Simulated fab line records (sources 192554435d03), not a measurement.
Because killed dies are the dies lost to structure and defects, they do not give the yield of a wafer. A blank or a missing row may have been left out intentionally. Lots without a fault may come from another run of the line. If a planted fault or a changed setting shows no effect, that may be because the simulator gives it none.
Lot-split experiment || flow n5-finfet || 7 lots, 39 wafers read, on a route of 1938 steps

## SPLIT DETAILS
At N5_BEOL_M7_TRENCH_ETCH_37 (etches SiCOH lowk in C4F6/O2, target depth 93.478 nm, time 31.2 s), the setting time-s was moved away from the recipe's 31.2 s on 18 of the 39 wafers read, by -58.6% to +46.8%. This setting was run at the recipe's value on the other wafers.

## FROM THE SPLIT TO THE READING: what the file shows between them, 11 steps
- N5_BEOL_M7_ETCH_41: etches SiCN in CH3F/O2, target depth 31.9 nm, time 57.8 s
- N5_BEOL_M7_STRIP_80: strips in N2/H2, time 10 s
- N5_BEOL_M7_OCD_MEAS_38
- N5_BEOL_M7_HM_STRIP_39: strips TiN in peroxide tin strip, target depth 25 nm, time 158 s
- N5_BEOL_M7_SRD_40: time 30 s
- N5_BEOL_M7_ECD_50: material Cu, target thk 300 nm
- N5_BEOL_M7_ANNEAL_51: time 90 s
- N5_BEOL_M7_CMP_52: polishes, stops on SiCOH lowk, t overpolish 6.9 s, target thk 80 nm
- N5_BEOL_M7_THK_MEAS_53: measures by xrf
- N5_BEOL_M7_PRE_CLEAN_55: time 15 s
- N5_BEOL_M7_DEP_56: deposits SiCN from 3MS/NH3, target thk 10 nm, time 17.5 s

## THE READING
Measured at N5_BEOL_M7_RS_MEAS_57 by four-point probe: M7_RS, in ohm/sq. Typical for fault-free wafers on this fab line: 0.288 ohm/sq, with standard deviation 0.008 ohm/sq.

{"wafer": "L074.1", "tool, chamber at the split": "rie-diel-01, 3", "time-s as run, s": 31.2, "against the recipe": "recipe", "M7_RS, ohm/sq": 0.283, "against lot-mates on the recipe": "-"}
{"wafer": "L074.2", "tool, chamber at the split": "rie-diel-01, 2", "time-s as run, s": 12.92, "against the recipe": "-58.6%", "M7_RS, ohm/sq": 1.261, "against lot-mates on the recipe": "+0.972"}
{"wafer": "L074.3", "tool, chamber at the split": "rie-diel-01, 0", "time-s as run, s": 31.2, "against the recipe": "recipe", "M7_RS, ohm/sq": 0.301, "against lot-mates on the recipe": "-"}
{"wafer": "L074.4", "tool, chamber at the split": "rie-diel-01, 1", "time-s as run, s": 12.92, "against the recipe": "-58.6%", "M7_RS, ohm/sq": 1.406, "against lot-mates on the recipe": "+1.117"}
{"wafer": "L074.5", "tool, chamber at the split": "rie-diel-01, 3", "time-s as run, s": 31.2, "against the recipe": "recipe", "M7_RS, ohm/sq": 0.284, "against lot-mates on the recipe": "-"}
{"wafer": "L074.6", "tool, chamber at the split": "rie-diel-01, 2", "time-s as run, s": 12.92, "against the recipe": "-58.6%", "M7_RS, ohm/sq": 1.299, "against lot-mates on the recipe": "+1.010"}
{"wafer": "L080.1", "tool, chamber at the split": "rie-diel-01, 1", "time-s as run, s": 22.95, "against the recipe": "-26.4%", "M7_RS, ohm/sq": 0.435, "against lot-mates on the recipe": "+0.145"}
{"wafer": "L080.2", "tool, chamber at the split": "rie-diel-01, 2", "time-s as run, s": 31.2, "against the recipe": "recipe", "M7_RS, ohm/sq": 0.289, "against lot-mates on the recipe": "-"}
{"wafer": "L080.3", "tool, chamber at the split": "rie-diel-01, 3", "time-s as run, s": 31.2, "against the recipe": "recipe", "M7_RS, ohm/sq": 0.289, "against lot-mates on the recipe": "-"}
{"wafer": "L080.4", "tool, chamber at the split": "rie-diel-01, 0", "time-s as run, s": 22.95, "against the recipe": "-26.4%", "M7_RS, ohm/sq": 0.471, "against lot-mates on the recipe": "+0.181"}
{"wafer": "L080.5", "tool, chamber at the split": "rie-diel-01, 3", "time-s as run, s": 22.95, "against the recipe": "-26.4%", "M7_RS, ohm/sq": 0.440, "against lot-mates on the recipe": "+0.150"}
{"wafer": "L080.6", "tool, chamber at the split": "rie-diel-01, 2", "time-s as run, s": 31.2, "against the recipe": "recipe", "M7_RS, ohm/sq": 0.291, "against lot-mates on the recipe": "-"}
{"wafer": "L085.1", "tool, chamber at the split": "rie-diel-01, 1", "time-s as run, s": 13.49, "against the recipe": "-56.8%", "M7_RS, ohm/sq": 1.185, "against lot-mates on the recipe": "+0.884"}
{"wafer": "L085.2", "tool, chamber at the split": "rie-diel-01, 2", "time-s as run, s": 13.49, "against the recipe": "-56.8%", "M7_RS, ohm/sq": 1.167, "against lot-mates on the recipe": "+0.866"}
{"wafer": "L085.3", "tool, chamber at the split": "rie-diel-01, 3", "time-s as run, s": 31.2, "against the recipe": "recipe", "M7_RS, ohm/sq": 0.300, "against lot-mates on the recipe": "-"}
{"wafer": "L085.4", "tool, chamber at the split": "rie-diel-01, 0", "time-s as run, s": 31.2, "against the recipe": "recipe", "M7_RS, ohm/sq": 0.310, "against lot-mates on the recipe": "-"}
{"wafer": "L085.5", "tool, chamber at the split": "rie-diel-01, 0", "time-s as run, s": 13.49, "against the recipe": "-56.8%", "M7_RS, ohm/sq": 1.245, "against lot-mates on the recipe": "+0.944"}
{"wafer": "L085.6", "tool, chamber at the split": "rie-diel-01, 3", "time-s as run, s": 31.2, "against the recipe": "recipe", "M7_RS, ohm/sq": 0.294, "against lot-mates on the recipe": "-"}
{"wafer": "L089.1", "tool, chamber at the split": "rie-diel-06, 0", "time-s as run, s": 14.36, "against the recipe": "-54.0%", "M7_RS, ohm/sq": 1.003, "against lot-mates on the recipe": "+0.706"}
{"wafer": "L089.2", "tool, chamber at the split": "rie-diel-06, 2", "time-s as run, s": 31.2, "against the recipe": "recipe", "M7_RS, ohm/sq": 0.306, "against lot-mates on the recipe": "-"}
{"wafer": "L089.3", "tool, chamber at the split": "rie-diel-06, 1", "time-s as run, s": 31.2, "against the recipe": "recipe", "M7_RS, ohm/sq": 0.290, "against lot-mates on the recipe": "-"}
{"wafer": "L089.4", "tool, chamber at the split": "rie-diel-06, 3", "time-s as run, s": 31.2, "against the recipe": "recipe", "M7_RS, ohm/sq": 0.295, "against lot-mates on the recipe": "-"}
{"wafer": "L089.5", "tool, chamber at the split": "rie-diel-06, 3", "time-s as run, s": 14.36, "against the recipe": "-54.0%", "M7_RS, ohm/sq": 1.090, "against lot-mates on the recipe": "+0.793"}
{"wafer": "L089.6", "tool, chamber at the split": "rie-diel-06, 0", "time-s as run, s": 14.36, "against the recipe": "-54.0%", "M7_RS, ohm/sq": 1.089, "against lot-mates on the recipe": "+0.792"}
{"wafer": "L091.1", "tool, chamber at the split": "rie-diel-03, 0", "time-s as run, s": 31.2, "against the recipe": "recipe", "M7_RS, ohm/sq": 0.284, "against lot-mates on the recipe": "-"}
{"wafer": "L091.2", "tool, chamber at the split": "rie-diel-03, 1", "time-s as run, s": 45.81, "against the recipe": "+46.8%", "M7_RS, ohm/sq": 0.186, "against lot-mates on the recipe": -0.105}
{"wafer": "L091.3", "tool, chamber at the split": "rie-diel-03, 3", "time-s as run, s": 45.81, "against the recipe": "+46.8%", "M7_RS, ohm/sq": 0.173, "against lot-mates on the recipe": -0.118}
{"wafer": "L091.4", "tool, chamber at the split": "rie-diel-03, 2", "time-s as run, s": 31.2, "against the recipe": "recipe", "M7_RS, ohm/sq": 0.290, "against lot-mates on the recipe": "-"}
{"wafer": "L091.5", "tool, chamber at the split": "rie-diel-03, 1", "time-s as run, s": 45.81, "against the recipe": "+46.8%", "M7_RS, ohm/sq": 0.185, "against lot-mates on the recipe": -0.106}
{"wafer": "L091.6", "tool, chamber at the split": "rie-diel-03, 2", "time-s as run, s": 31.2, "against the recipe": "recipe", "M7_RS, ohm/sq": 0.298, "against lot-mates on the recipe": "-"}
{"wafer": "L093.1", "tool, chamber at the split": "rie-diel-06, 3", "time-s as run, s": 31.2, "against the recipe": "recipe", "M7_RS, ohm/sq": 0.281, "against lot-mates on the recipe": "-"}
{"wafer": "L093.3", "tool, chamber at the split": "rie-diel-06, 1", "time-s as run, s": 31.2, "against the recipe": "recipe", "M7_RS, ohm/sq": 0.274, "against lot-mates on the recipe": "-"}
{"wafer": "L093.4", "tool, chamber at the split": "rie-diel-06, 0", "time-s as run, s": 31.2, "against the recipe": "recipe", "M7_RS, ohm/sq": 0.280, "against lot-mates on the recipe": "-"}
{"wafer": "L097.1", "tool, chamber at the split": "rie-diel-06, 0", "time-s as run, s": 43.19, "against the recipe": "+38.4%", "M7_RS, ohm/sq": 0.186, "against lot-mates on the recipe": -0.101}
{"wafer": "L097.2", "tool, chamber at the split": "rie-diel-06, 2", "time-s as run, s": 43.19, "against the recipe": "+38.4%", "M7_RS, ohm/sq": 0.184, "against lot-mates on the recipe": -0.103}
{"wafer": "L097.3", "tool, chamber at the split": "rie-diel-06, 3", "time-s as run, s": 31.2, "against the recipe": "recipe", "M7_RS, ohm/sq": 0.290, "against lot-mates on the recipe": "-"}
{"wafer": "L097.4", "tool, chamber at the split": "rie-diel-06, 1", "time-s as run, s": 31.2, "against the recipe": "recipe", "M7_RS, ohm/sq": 0.283, "against lot-mates on the recipe": "-"}
{"wafer": "L097.5", "tool, chamber at the split": "rie-diel-06, 3", "time-s as run, s": 31.2, "against the recipe": "recipe", "M7_RS, ohm/sq": 0.288, "against lot-mates on the recipe": "-"}
{"wafer": "L097.6", "tool, chamber at the split": "rie-diel-06, 0", "time-s as run, s": 43.19, "against the recipe": "+38.4%", "M7_RS, ohm/sq": 0.184, "against lot-mates on the recipe": -0.103}

FIT RESULTS
A straight line over all 39 wafers: M7_RS changes by -0.0111 ohm/sq for each +1% of time-s; r = -0.90; the points scatter about the line by 0.18 ohm/sq.
The same after taking each lot's own level away (the mean of its wafers on the recipe; 39 wafers): -0.011 ohm/sq for each +1%; r = -0.90; scatter 0.18 ohm/sq.
That fit puts the effect of the largest move of time-s on the reading at 0.65 ohm/sq.
Measured against the standard deviation above, the lots' own levels, which go from 0.2783 to 0.3013 ohm/sq, span 2.9 times it.
Hence the lot-to-lot level has little effect on the slope; both slopes agree.
Check: +0.735 ohm/sq against its lot-mates is what the line predicts for one of the wafers moved furthest among these (-58.6%) when that wafer is left out of the fit. It came out at +0.972 ohm/sq against them.

## THE WHOLE CHAIN: every reading that the file lists as answering this split, in the file's order
{"step": "N5_BEOL_M7_TRENCH_ETCH_37", "what it does": "etches SiCOH lowk in C4F6/O2, target depth 93.478 nm, time 31.2 s", "reading": "BEOL_M7.feature-depth-nm (the simulator's own value, which no gauge read)", "change (the file's fit)": "+0.923 nm for each +1% of the setting", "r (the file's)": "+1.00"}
{"step": "N5_BEOL_M7_TRENCH_ETCH_37", "what it does": "etches SiCOH lowk in C4F6/O2, target depth 93.478 nm, time 31.2 s", "reading": "etch.depth-nm (the simulator's own value, which no gauge read)", "change (the file's fit)": "+0.923 nm for each +1% of the setting", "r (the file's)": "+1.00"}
{"step": "N5_BEOL_M7_TRENCH_ETCH_37", "what it does": "etches SiCOH lowk in C4F6/O2, target depth 93.478 nm, time 31.2 s", "reading": "TiN_of_BEOL_M7_HM_DEP_02.thk-nm (the simulator's own value, which no gauge read)", "change (the file's fit)": "-0.0281 nm for each +1% of the setting", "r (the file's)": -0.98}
{"step": "N5_BEOL_M7_OCD_MEAS_38", "what it does": "", "reading": "trench-depth-nm", "change (the file's fit)": "+0.927 nm for each +1% of the setting", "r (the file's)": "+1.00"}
{"step": "N5_BEOL_M7_CMP_52", "what it does": "polishes, stops on SiCOH lowk, t overpolish 6.9 s, target thk 80 nm", "reading": "Cu_of_BEOL_M7_ECD_50.thk-nm (the simulator's own value, which no gauge read)", "change (the file's fit)": "+0.911 nm for each +1% of the setting", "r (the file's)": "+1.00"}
{"step": "N5_BEOL_M7_THK_MEAS_53", "what it does": "measures by xrf", "reading": "M7_THK", "change (the file's fit)": "+0.896 for each +1% of the setting", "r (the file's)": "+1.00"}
{"step": "N5_BEOL_M7_RS_MEAS_57", "what it does": "measures by four-point-probe", "reading": "M7_RS", "change (the file's fit)": "-0.0119 for each +1% of the setting", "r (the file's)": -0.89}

## FILE'S OWN FIT
M7_RS changes by -0.0119 ohm/sq for each +1% of time-s, r = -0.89.
